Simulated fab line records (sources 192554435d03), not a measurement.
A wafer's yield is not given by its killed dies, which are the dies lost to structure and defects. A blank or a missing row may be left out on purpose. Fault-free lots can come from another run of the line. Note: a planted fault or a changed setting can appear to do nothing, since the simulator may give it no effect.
fab line records -- flow n5_finfet
record: lots: 12, wafers: 35, last_day: 17
route steps=1938 shown DUMMY_GATE@237 SD_EPI_P@295 PASSIVATION@1936
lots that met no fault: from a run of the same line without faults
start_h: hours from the record's first day to the start of the lot's first wafer shown -- wait_h: hours from the lot's prior step to this one -- " same as the row above -- L1.1+2: one row covering several wafers at once -- - no value, or no start was given -- * or withheld: withheld -- < > ~ a bound
route shown NAME@n: names a module that has steps shown in the file, with the first one's number in the route -- usual: mean/standard deviation taken from wafers without a fault -- same: alike in all rows -- chamber/n: place in a boat -- sites: per-site readings -- _std_site: how widely they spread, as a standard deviation -- _edge_site: the outer-site mean with the inner-site mean subtracted -- radius_mm: for every site, how far away it sits from the centre of the wafer -- mask NAME#n: copy n -- behind: the most recent tool/chamber to have shaped the wafer -- hold: what put the lot on hold/how long, in hours/how the hold closed -- device: transistor that didn't switch, given as n, p or np -- end of line: tests of these same wafers at the route's end -- for a step that has no rows: nothing shown but its recipe -- killed: dies that structure and defects cost at the first sort, which is not the same as the wafer's yield -- map: dies across one wafer; x = killed, . = not, _ = none there
set.NAME: the setting that was run; set.NAME@STEP: the one run at that earlier step -- model.NAME: the simulator's own value behind a step, which no gauge read
the route's steps for a sample of lots (tables are steps, rows are wafers)
services: from which hour (start_h, from the record's first day; less than 0 if before it) a tool's chamber was out of use, for how many hours, and why
== steps ==
step: N5_DUMMY_GATE_ETCH_37
recipe: chemistry: N2/H2, target: SOC, target_depth_a: 600, overetch_a: 300, temp_c: 40, ion_energy_ev: 200, pressure_mtorr: 30, source_w: 840, bias_w: 150, n2_flow_sccm: 200, h2_flow_sccm: 200
usual: drypump_motor_current_A: 5.7/0.36, oes_product_au: 0.63/0.075, rf_vpp_V: 525.2/2.1, showerhead_plenum_p_Torr: 2.58/0.075, throttle_valve_pct: 17.68/0.21
lot.wafer,tool,chamber,start_h,wait_h,drypump_motor_current_A,oes_product_au,rf_hours_counter_h,rf_vpp_V,showerhead_plenum_p_Torr,throttle_valve_pct
L599.3,rie_diel-01,0,45.82,0.0,5.7,0.57,197,521.5,2.50,17.67
L599.4,rie_diel-01,0,45.82,0.0,5.6,0.57,-,523.3,2.50,17.66
L599.5,rie_diel-01,3,45.82,0.0,6.2,0.56,-,522.3,2.53,17.83
L601.2,rie_diel-01,0,59.69,0.0,5.6,0.57,201,524.2,2.50,17.67
L601.3,rie_diel-01,3,59.69,0.0,6.2,0.56,225,522.7,2.52,17.83
L601.6,rie_diel-01,3,59.69,0.0,6.2,0.56,-,523.3,2.52,17.84
L602.1,rie_diel-01,0,66.09,0.0,5.6,0.57,203,522.9,2.50,17.68
L602.3,rie_diel-01,3,66.09,0.0,6.2,0.56,227,522.6,2.52,17.85
L602.6,rie_diel-01,3,66.09,0.0,6.2,0.56,-,522.0,2.52,17.84
L609.1,rie_diel-05,0,111.21,0.0,5.0,0.57,191,529.3,2.63,17.72
L609.6,rie_diel-05,3,111.21,0.0,5.8,0.56,-,526.3,2.59,17.41
L610.2,rie_diel-01,1,114.21,0.0,5.7,0.70,37,527.6,2.70,17.86
L610.3,rie_diel-01,3,114.21,0.0,6.2,0.55,241,522.4,2.52,17.86
L610.6,rie_diel-01,1,114.21,0.0,5.7,0.70,-,528.0,2.70,17.85
L611.1,rie_diel-01,1,121.39,0.0,5.7,0.69,40,528.3,2.70,17.86
L611.3,rie_diel-01,3,121.39,0.0,6.2,0.55,243,524.2,2.52,17.86
L611.4,rie_diel-01,2,121.39,0.0,5.8,0.72,20,522.3,2.49,17.81
L612.1,rie_diel-05,0,129.12,0.0,5.0,0.57,197,526.8,2.63,17.72
L612.2,rie_diel-05,3,129.12,0.0,5.8,0.56,243,525.8,2.59,17.41
L612.3,rie_diel-05,2,129.12,0.0,5.7,0.77,5,525.7,2.59,17.40
L613.1,rie_diel-01,1,132.39,0.0,5.7,0.69,44,526.9,2.70,17.88
L613.4,rie_diel-01,0,132.39,0.0,5.7,0.56,224,522.8,2.49,17.71
L613.5,rie_diel-01,3,132.39,0.0,6.2,0.54,-,523.0,2.52,17.88
L614.2,rie_diel-05,1,137.61,0.0,5.6,0.71,29,525.9,2.59,17.65
L614.5,rie_diel-05,2,137.61,0.0,5.7,0.75,-,525.0,2.59,17.41
L614.6,rie_diel-05,1,137.61,0.0,5.6,0.70,-,526.2,2.59,17.62
L616.1,rie_diel-04,2,148.91,0.0,6.0,0.53,245,526.4,2.59,18.04
L616.3,rie_diel-04,0,148.91,0.0,5.5,0.60,160,527.5,2.63,17.67
L616.5,rie_diel-04,3,148.91,0.0,6.1,0.64,-,525.6,2.54,17.14
L617.2,rie_diel-04,3,155.35,0.0,6.1,0.64,104,524.5,2.54,17.16
L617.4,rie_diel-04,0,155.35,0.0,5.4,0.60,162,525.6,2.63,17.67
L617.5,rie_diel-04,0,155.35,0.0,5.4,0.60,-,525.8,2.63,17.70
L622.2,rie_diel-04,3,184.48,0.0,6.1,0.64,114,525.3,2.53,17.18
L622.5,rie_diel-04,3,184.48,0.0,6.1,0.63,-,524.5,2.53,17.16
L622.6,rie_diel-04,0,184.48,0.0,5.4,0.59,-,525.8,2.63,17.69
step: N5_DUMMY_GATE_ETCH_32
recipe: chemistry: CF4, target: SiO2, target_depth_a: 35, time_s: 3.9, ion_energy_ev: 350, pressure_mtorr: 10, icp_w: 800, bias_w: 400, cf4_flow_sccm: 80
usual: drypump_motor_current_A: 5.72/0.28, oes_product_au: 1.007/0.021, throttle_valve_pct: 21.73/0.28
lot.wafer,tool,chamber,start_h,wait_h,drypump_motor_current_A,oes_product_au,rf_hours_counter_h,throttle_valve_pct
L599.3,rie_si-06,0,46.36,0.1,5.85,0.989,0,21.40
L599.4,rie_si-06,1,46.36,0.1,6.12,0.990,35,22.13
L599.5,rie_si-06,1,46.36,0.1,6.15,0.993,-,22.15
L601.2,rie_si-01,0,60.30,0.1,5.23,1.058,8,21.79
L601.3,rie_si-01,2,60.30,0.1,5.70,0.969,11,21.69
L601.6,rie_si-01,1,60.30,0.1,5.93,1.029,-,21.25
L602.1,rie_si-01,0,66.61,0.1,5.22,1.046,8,21.80
L602.3,rie_si-01,2,66.61,0.1,5.66,0.972,11,21.70
L602.6,rie_si-01,1,66.61,0.1,5.90,1.024,-,21.25
L609.1,rie_si-05,0,111.73,0.1,5.65,1.027,3,21.57
L609.6,rie_si-05,3,111.73,0.1,5.05,0.995,-,22.04
L610.2,rie_si-06,3,114.73,0.1,5.48,1.015,25,21.49
L610.3,rie_si-06,0,114.73,0.1,5.86,0.991,1,21.40
L610.6,rie_si-06,2,114.73,0.1,5.72,1.020,-,21.99
L611.1,rie_si-05,3,122.11,0.1,5.05,0.990,105,22.04
L611.3,rie_si-05,0,122.11,0.1,5.67,1.044,3,21.59
L611.4,rie_si-05,2,122.11,0.1,5.45,0.993,19,21.80
L612.1,rie_si-06,1,129.65,0.1,6.15,0.998,36,22.15
L612.2,rie_si-06,0,129.65,0.1,5.91,0.980,2,21.38
L612.3,rie_si-06,2,129.65,0.1,5.74,1.020,77,21.99
L613.1,rie_si-05,1,133.09,0.1,6.01,1.004,136,21.58
L613.4,rie_si-05,2,133.09,0.1,5.44,0.999,-,21.80
L613.5,rie_si-05,0,133.09,0.1,5.67,1.031,-,21.59
L614.2,rie_si-06,3,138.15,0.1,5.46,1.026,26,21.51
L614.5,rie_si-06,0,138.15,0.1,5.90,0.978,-,21.40
L614.6,rie_si-06,3,138.15,0.1,5.47,1.017,-,21.48
L616.1,rie_si-01,0,149.63,0.1,5.25,1.049,9,21.79
L616.3,rie_si-01,1,149.63,0.1,5.90,1.013,173,21.24
L616.5,rie_si-01,0,149.63,0.1,5.23,1.043,-,21.79
L617.2,rie_si-01,0,155.89,0.1,5.21,1.058,10,21.79
L617.4,rie_si-01,1,155.89,0.1,5.89,1.010,173,21.25
L617.5,rie_si-01,3,155.89,0.1,5.89,1.025,-,22.00
L622.2,rie_si-05,3,185.01,0.1,5.05,0.981,106,22.03
L622.5,rie_si-05,1,185.01,0.1,6.00,0.982,-,21.57
L622.6,rie_si-05,0,185.01,0.1,5.65,1.025,-,21.57
step: N5_SD_EPI_P_COAT_34
recipe: resist: SOC, temp_c: 250, time_s: 60, spin_rpm: 1500, resist_thk_nm: 350
usual: chill_plate_temp_C: 22.99/0.1, dispense_pressure_kPa: 48.2/2.7, heater_power_total_W: 500.5/1.7, plate_temp_C: 249.98/0.16
lot.wafer,tool,chamber,start_h,wait_h,chill_plate_temp_C,dispense_pressure_kPa,heater_power_total_W,plate_temp_C
L599.3,litho_track-04,0,52.53,0.0,23.11,45.1,498.1,249.75
L599.4,litho_track-04,0,52.53,0.0,22.84,45.1,500.5,249.61
L599.5,litho_track-04,0,52.53,0.0,22.86,45.1,502.6,250.19
L601.2,litho_track-04,0,66.07,0.0,22.93,45.1,498.7,249.72
L601.3,litho_track-04,0,66.07,0.0,22.90,45.1,502.7,249.79
L601.6,litho_track-04,0,66.07,0.0,23.08,45.1,500.4,249.96
L602.1,litho_track-05,0,73.99,0.0,22.90,47.8,502.3,249.97
L602.3,litho_track-05,0,73.99,0.0,22.92,47.8,500.9,249.98
L602.6,litho_track-05,0,73.99,0.0,22.79,47.8,502.7,249.70
L609.1,litho_track-05,0,117.71,0.0,23.21,47.8,499.9,250.18
L609.6,litho_track-05,0,117.71,0.0,22.96,47.8,498.0,250.22
L610.2,litho_track-05,0,121.02,0.0,22.95,47.8,500.3,249.84
L610.3,litho_track-05,0,121.02,0.0,23.11,47.8,500.6,249.94
L610.6,litho_track-05,0,121.02,0.0,23.02,47.8,500.8,249.91
L611.1,litho_track-05,0,128.39,0.0,22.97,47.8,502.1,250.11
L611.3,litho_track-05,0,128.39,0.0,22.96,47.8,500.6,249.93
L611.4,litho_track-05,0,128.39,0.0,22.98,47.8,502.1,250.07
L612.1,litho_track-05,0,135.55,0.0,22.95,47.8,478.9,241.84
L612.2,litho_track-05,0,135.55,0.0,23.00,47.8,479.1,241.81
L612.3,litho_track-05,0,135.55,0.0,22.92,47.8,478.2,241.54
L613.1,litho_track-03,0,138.77,0.0,23.07,51.9,498.7,250.06
L613.4,litho_track-03,0,138.77,0.0,23.01,51.9,499.8,249.97
L613.5,litho_track-03,0,138.77,0.0,22.97,52.0,499.5,250.04
L614.2,litho_track-05,0,144.02,0.0,22.87,47.8,478.8,241.65
L614.5,litho_track-05,0,144.02,0.0,22.93,47.8,478.8,241.86
L614.6,litho_track-05,0,144.02,0.0,23.09,47.8,481.0,241.81
L616.1,litho_track-05,0,156.23,0.0,23.23,47.8,479.5,241.57
L616.3,litho_track-05,0,156.23,0.0,23.20,47.8,479.5,241.59
L616.5,litho_track-05,0,156.23,0.0,23.26,47.7,479.5,241.47
L617.2,litho_track-04,0,162.84,0.0,22.82,45.0,501.2,250.04
L617.4,litho_track-04,0,162.84,0.0,22.79,45.0,497.9,250.05
L617.5,litho_track-04,0,162.84,0.0,22.97,45.0,498.4,250.10
L622.2,litho_track-03,0,191.64,0.0,23.07,52.0,503.2,249.93
L622.5,litho_track-03,0,191.64,0.0,23.13,52.0,502.7,250.13
L622.6,litho_track-03,0,191.64,0.0,23.04,52.0,497.9,249.84
step: N5_SD_EPI_P_CD_MEAS_09
recipe: target_cd_nm: 240, landing_energy_ev: 500, detector: se_inlens
usual: cd_nm: 240.2/0.68
lot.wafer,tool,chamber,start_h,wait_h,cd_nm
L599.3,cd_sem-03,0,52.90,-,241.1
L599.4,cd_sem-03,0,52.90,-,241.5
L599.5,cd_sem-03,0,52.90,-,239.9
L601.2,cd_sem-02,0,66.44,-,239.8
L601.3,cd_sem-02,0,66.44,-,240.5
L601.6,cd_sem-02,0,66.44,-,239.1
L602.1,cd_sem-02,0,74.36,-,240.8
L602.3,cd_sem-02,0,74.36,-,240.1
L602.6,cd_sem-02,0,74.36,-,239.7
L609.1,cd_sem-01,0,118.08,-,239.8
L609.6,cd_sem-01,0,118.08,-,240.9
L610.2,cd_sem-02,0,121.39,-,240.0
L610.3,cd_sem-02,0,121.39,-,240.0
L610.6,cd_sem-02,0,121.39,-,241.3
L611.1,cd_sem-02,0,128.76,-,240.5
L611.3,cd_sem-02,0,128.76,-,241.4
L611.4,cd_sem-02,0,128.76,-,241.6
L612.1,cd_sem-03,0,135.92,-,240.1
L612.2,cd_sem-03,0,135.92,-,240.0
L612.3,cd_sem-03,0,135.92,-,238.9
L613.1,cd_sem-02,0,139.01,-,240.4
L613.4,cd_sem-02,0,139.01,-,240.5
L613.5,cd_sem-02,0,139.01,-,240.9
L614.2,cd_sem-02,0,144.38,-,240.2
L614.5,cd_sem-02,0,144.38,-,239.2
L614.6,cd_sem-02,0,144.38,-,239.9
L616.1,cd_sem-03,0,156.47,-,239.4
L616.3,cd_sem-03,0,156.47,-,239.9
L616.5,cd_sem-03,0,156.47,-,239.8
L617.2,cd_sem-02,0,163.21,-,240.6
L617.4,cd_sem-02,0,163.21,-,239.8
L617.5,cd_sem-02,0,163.21,-,240.3
L622.2,cd_sem-01,0,192.01,-,240.1
L622.5,cd_sem-01,0,192.01,-,241.6
L622.6,cd_sem-01,0,192.01,-,240.0
step: N5_PASSIVATION_PROBE_49
usual: killed_at_M0_to_M3: 34/8.9, killed_at_M4_up: 13/4.6, killed_at_contacts: 12/5.5, killed_at_front_end: 41/11, killed_at_other: 3.1/2.9, killed_dies: 102/16, killed_open: 66/11, killed_short: 34/7.6
same: gross_dies: 1180, killed_at_back_side: 0
lot.wafer,tool,chamber,start_h,wait_h,killed_at_M0_to_M3,killed_at_M4_up,killed_at_contacts,killed_at_front_end,killed_at_other,killed_dies,killed_open,killed_short
L609.1,prober-02,-,329.95,0.0,22,25,5,20,1,73,52,21
L609.6,prober-02,-,330.20,0.3,39,15,12,38,6,110,71,39
L612.1,prober-02,-,346.22,0.0,35,11,9,32,4,91,60,29
L612.2,prober-02,-,346.27,0.1,21,10,7,51,1,90,64,25
L612.3,prober-02,-,346.32,0.1,63,13,5,20,4,105,62,39
killed by level:class
L609.1 BEOL_M4:geometric_particle:open=8 BEOL_M0_SAQP:geometric_particle:short=7 BEOL_M8:geometric_particle:open=6 FIN_SAQP:geometric_particle:open=4 MOL_CONTACT_COAG:geometric_particle:open=4 BEOL_M0_SAQP:geometric_particle:open=4 BEOL_M1:geometric_particle:open=4 GATE_CUT:geometric_particle:open=3
L609.6 FIN_SAQP:geometric_particle:short=11 MOL_CONTACT_COAG:geometric_particle:open=10 BEOL_M1:geometric_particle:open=10 BEOL_M0_SAQP:geometric_particle:short=9 FIN_SAQP:geometric_particle:open=7 BEOL_M2:geometric_particle:open=7 BEOL_M4:geometric_particle:open=6 BEOL_M0_SAQP:geometric_particle:open=5
L612.1 FIN_SAQP:geometric_particle:open=9 BEOL_M1:geometric_particle:open=8 FIN_SAQP:geometric_particle:short=7 BEOL_M2:geometric_particle:open=7 STI_FIN_REVEAL:geometric_particle:open=7 BEOL_M0_SAQP:geometric_particle:short=7 MOL_CONTACT_COAG:geometric_particle:open=6 BEOL_M0_SAQP:geometric_particle:open=5
L612.2 FIN_SAQP:geometric_particle:open=20 FIN_SAQP:geometric_particle:short=8 BEOL_M0_SAQP:geometric_particle:open=7 DUMMY_GATE:geometric_particle:open=6 MOL_CONTACT_COAG:geometric_particle:open=6 BEOL_M0_SAQP:geometric_particle:short=6 BEOL_M3:geometric_particle:open=6 STARTING-WAFER:geometric_particle:short=4
L612.3 BEOL_M0_SAQP:geometric_particle:open=18 BEOL_M0_SAQP:geometric_particle:short=15 BEOL_M1:geometric_particle:open=7 BEOL_M2:geometric_particle:open=6 BEOL_M3:geometric_particle:open=6 STI_FIN_REVEAL:geometric_particle:open=5 BEOL_M1:geometric_particle:short=5 BEOL_M4:geometric_particle:open=4
== services ==
tool,chamber,start_h,hours,kind
rie_diel-01,2,32.05,-,clean
rie_diel-01,2,32.05,-,consumable_replace:focus_ring
rie_diel-01,2,32.05,16.7,scheduled_down
rie_diel-01,2,32.05,16.7,vent_cycle
rie_diel-05,-,42.56,2.8,pm
rie_diel-04,3,44.36,6.6,repair
rie_si-05,1,44.73,1.0,repair
rie_diel-05,0,48.06,8.5,repair
rie_si-01,3,50.64,5.8,repair
rie_diel-04,3,51.82,4.5,repair
rie_si-05,3,73.72,4.7,repair
rie_diel-01,2,78.79,3.0,repair
rie_diel-01,-,100.88,0.9,repair
rie_si-05,0,104.16,2.8,repair
rie_si-06,-,108.52,0.1,repair
rie_si-06,1,114.25,13.2,repair
litho_track-05,-,119.88,-,consumable_replace:filter
rie_si-05,3,127.23,6.0,repair
rie_diel-04,0,135.51,2.6,repair
rie_diel-04,2,137.67,9.0,repair
rie_diel-05,3,154.00,3.5,repair
rie_diel-04,-,156.29,1.1,repair
rie_diel-04,1,173.36,6.0,repair
rie_si-06,3,175.58,8.2,repair
== key ==
first_sign: step: N5_SD_EPI_P_COAT_34, reading: plate_temp_C, direction: down, sigmas: 52, usual: *, struck: *
effect: step: N5_SD_EPI_P_COAT_34, reading: heater_power_total_W, direction: down, sigmas: 13, usual: *, struck: *
met_at N5_SD_EPI_P_COAT_34
struck_lots L612,L614,L616
tester_left_out L612,L614,L616
not_acting_at N5_DUMMY_GATE_ETCH_37,N5_DUMMY_GATE_ETCH_32,N5_SD_EPI_P_CD_MEAS_09
onset_between 128.39 135.55
fault: kind: process_parameter_drift, tool: litho_track-05, chamber: -, onset_h: 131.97, steps: N5_SD_EPI_P_COAT_34, channel: temp_c, offset: *, shape: step, end_h: 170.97, acts_in: *, stated: *
tester_left_out: of these lots the tester's yield and bins aren't shown, on N5 and GAA mostly nor the transistor test; their killed dies are dies lost to structure and defects alone, not to doping, threshold or leakage, so they don't give the yield
